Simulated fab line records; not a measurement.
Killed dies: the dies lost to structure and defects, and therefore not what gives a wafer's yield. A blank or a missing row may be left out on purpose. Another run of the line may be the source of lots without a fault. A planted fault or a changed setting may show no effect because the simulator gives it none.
Matching of chambers :: flow nandHarc :: rieDiel-03 running NHARC_A_STAIRCASE_TRIM_20: 4 sister chambers
The step chemistry O2, time 211.2 s. 22 wafers are shown with their chamber, then 11 later ones without.

WAFERS WITH THEIR CHAMBER
wafer: L074.4
chamber: 1
drypumpMotorCurrentA (A): 5.8
showerheadPlenumPTorr (Torr): 3.77
o2FlowSccm (sccm): 498.5

wafer: L074.5
chamber: 3
drypumpMotorCurrentA (A): 6.1
showerheadPlenumPTorr (Torr): 3.63
o2FlowSccm (sccm): 499.3

wafer: L074.6
chamber: 2
drypumpMotorCurrentA (A): 5.8
showerheadPlenumPTorr (Torr): 3.61
o2FlowSccm (sccm): 501.0

wafer: L075.2
chamber: 0
drypumpMotorCurrentA (A): 5.5
showerheadPlenumPTorr (Torr): 3.60
o2FlowSccm (sccm): 499.1

wafer: L075.4
chamber: 2
drypumpMotorCurrentA (A): 5.8
showerheadPlenumPTorr (Torr): 3.60
o2FlowSccm (sccm): 499.8

wafer: L075.6
chamber: 2
drypumpMotorCurrentA (A): 5.8
showerheadPlenumPTorr (Torr): 3.60
o2FlowSccm (sccm): 499.6

wafer: L079.1
chamber: 2
drypumpMotorCurrentA (A): 5.8
showerheadPlenumPTorr (Torr): 3.60
o2FlowSccm (sccm): 503.7

wafer: L079.3
chamber: 1
drypumpMotorCurrentA (A): 5.8
showerheadPlenumPTorr (Torr): 3.77
o2FlowSccm (sccm): 499.0

wafer: L079.6
chamber: 3
drypumpMotorCurrentA (A): 6.1
showerheadPlenumPTorr (Torr): 3.63
o2FlowSccm (sccm): 502.4

wafer: L080.2
chamber: 3
drypumpMotorCurrentA (A): 6.1
showerheadPlenumPTorr (Torr): 3.63
o2FlowSccm (sccm): 500.1

wafer: L080.3
chamber: 2
drypumpMotorCurrentA (A): 5.7
showerheadPlenumPTorr (Torr): 3.60
o2FlowSccm (sccm): 502.9

wafer: L080.6
chamber: 3
drypumpMotorCurrentA (A): 6.1
showerheadPlenumPTorr (Torr): 3.63
o2FlowSccm (sccm): 500.4

wafer: L078.2
chamber: 1
drypumpMotorCurrentA (A): 5.8
showerheadPlenumPTorr (Torr): 3.77
o2FlowSccm (sccm): 501.2

wafer: L078.3
chamber: 3
drypumpMotorCurrentA (A): 6.1
showerheadPlenumPTorr (Torr): 3.63
o2FlowSccm (sccm): 500.4

wafer: L078.4
chamber: 0
drypumpMotorCurrentA (A): 5.5
showerheadPlenumPTorr (Torr): 3.60
o2FlowSccm (sccm): 499.4

wafer: L081.2
chamber: 1
drypumpMotorCurrentA (A): 5.8
showerheadPlenumPTorr (Torr): 3.76
o2FlowSccm (sccm): 499.7

wafer: L081.3
chamber: 0
drypumpMotorCurrentA (A): 5.5
showerheadPlenumPTorr (Torr): 3.59
o2FlowSccm (sccm): 500.2

wafer: L081.4
chamber: 3
drypumpMotorCurrentA (A): 6.1
showerheadPlenumPTorr (Torr): 3.62
o2FlowSccm (sccm): 500.7

wafer: L082.1
chamber: 2
drypumpMotorCurrentA (A): 5.7
showerheadPlenumPTorr (Torr): 3.59
o2FlowSccm (sccm): 500.7

wafer: L082.5
chamber: 1
drypumpMotorCurrentA (A): 5.8
showerheadPlenumPTorr (Torr): 3.76
o2FlowSccm (sccm): 501.5

wafer: L082.6
chamber: 0
drypumpMotorCurrentA (A): 5.5
showerheadPlenumPTorr (Torr): 3.59
o2FlowSccm (sccm): 498.5

wafer: L086.1
chamber: 3
drypumpMotorCurrentA (A): 6.1
showerheadPlenumPTorr (Torr): 3.62
o2FlowSccm (sccm): 500.7

SIGNATURES (averages over the wafers above)
reading: drypumpMotorCurrentA
chamber 0: 5.500
chamber 1: 5.800
chamber 2: 5.767
chamber 3: 6.100
scatter within a chamber: 0.0272

reading: showerheadPlenumPTorr
chamber 0: 3.5950
chamber 1: 3.7660
chamber 2: 3.6000
chamber 3: 3.6271
scatter within a chamber: 0.00559

reading: o2FlowSccm
chamber 0: 499.300
chamber 1: 499.980
chamber 2: 501.283
chamber 3: 500.571
scatter within a chamber: 1.24
Rule: for each reading, subtract the chamber's mean from the wafer's reading, divide by that reading's scatter and square the result; add these up over the readings and take the root, which gives the wafer's distance from the chamber. The wafer belongs to the nearest chamber; if the next one is less than 2 further off, it can't be placed. The scatter: the root of (the sum of the squares of (reading less its chamber's mean) over the shown wafers, divided by (wafers less chambers)).

WAFERS WHOSE CHAMBER IS MISSING
wafer: L086.2
drypumpMotorCurrentA (A): 5.7
showerheadPlenumPTorr (Torr): 3.59
o2FlowSccm (sccm): 499.0

wafer: L086.4
drypumpMotorCurrentA (A): 5.5
showerheadPlenumPTorr (Torr): 3.59
o2FlowSccm (sccm): 497.2

wafer: L090.1
drypumpMotorCurrentA (A): 5.7
showerheadPlenumPTorr (Torr): 3.58
o2FlowSccm (sccm): 501.3

wafer: L090.3
drypumpMotorCurrentA (A): 5.8
showerheadPlenumPTorr (Torr): 3.75
o2FlowSccm (sccm): 500.7

wafer: L090.5
drypumpMotorCurrentA (A): 5.7
showerheadPlenumPTorr (Torr): 3.58
o2FlowSccm (sccm): 502.4

wafer: L093.1
drypumpMotorCurrentA (A): 5.5
showerheadPlenumPTorr (Torr): 3.57
o2FlowSccm (sccm): 499.8

wafer: L093.3
drypumpMotorCurrentA (A): 5.8
showerheadPlenumPTorr (Torr): 3.74
o2FlowSccm (sccm): 499.8

wafer: L093.4
drypumpMotorCurrentA (A): 6.0
showerheadPlenumPTorr (Torr): 3.60
o2FlowSccm (sccm): 499.1

wafer: L097.1
drypumpMotorCurrentA (A): 5.8
showerheadPlenumPTorr (Torr): 3.57
o2FlowSccm (sccm): 503.0

wafer: L097.3
drypumpMotorCurrentA (A): 6.1
showerheadPlenumPTorr (Torr): 3.60
o2FlowSccm (sccm): 497.2

wafer: L097.5
drypumpMotorCurrentA (A): 5.8
showerheadPlenumPTorr (Torr): 3.57
o2FlowSccm (sccm): 502.5

EACH ONE'S CHAMBER
wafer: L086.2
from the rows above: 2
in truth: 2

wafer: L086.4
from the rows above: 0
in truth: 0

wafer: L090.1
from the rows above: 2
in truth: 2

wafer: L090.3
from the rows above: 1
in truth: 1

wafer: L090.5
from the rows above: 2
in truth: 2

wafer: L093.1
from the rows above: 0
in truth: 0

wafer: L093.3
from the rows above: 1
in truth: 1

wafer: L093.4
from the rows above: 3
in truth: 3

wafer: L097.1
from the rows above: 2
in truth: 2

wafer: L097.3
from the rows above: 3
in truth: 3

wafer: L097.5
from the rows above: 2
in truth: 2
Correctly placed: 11 of 11. Left unplaced by these rows: 0. 0 placed wrongly.
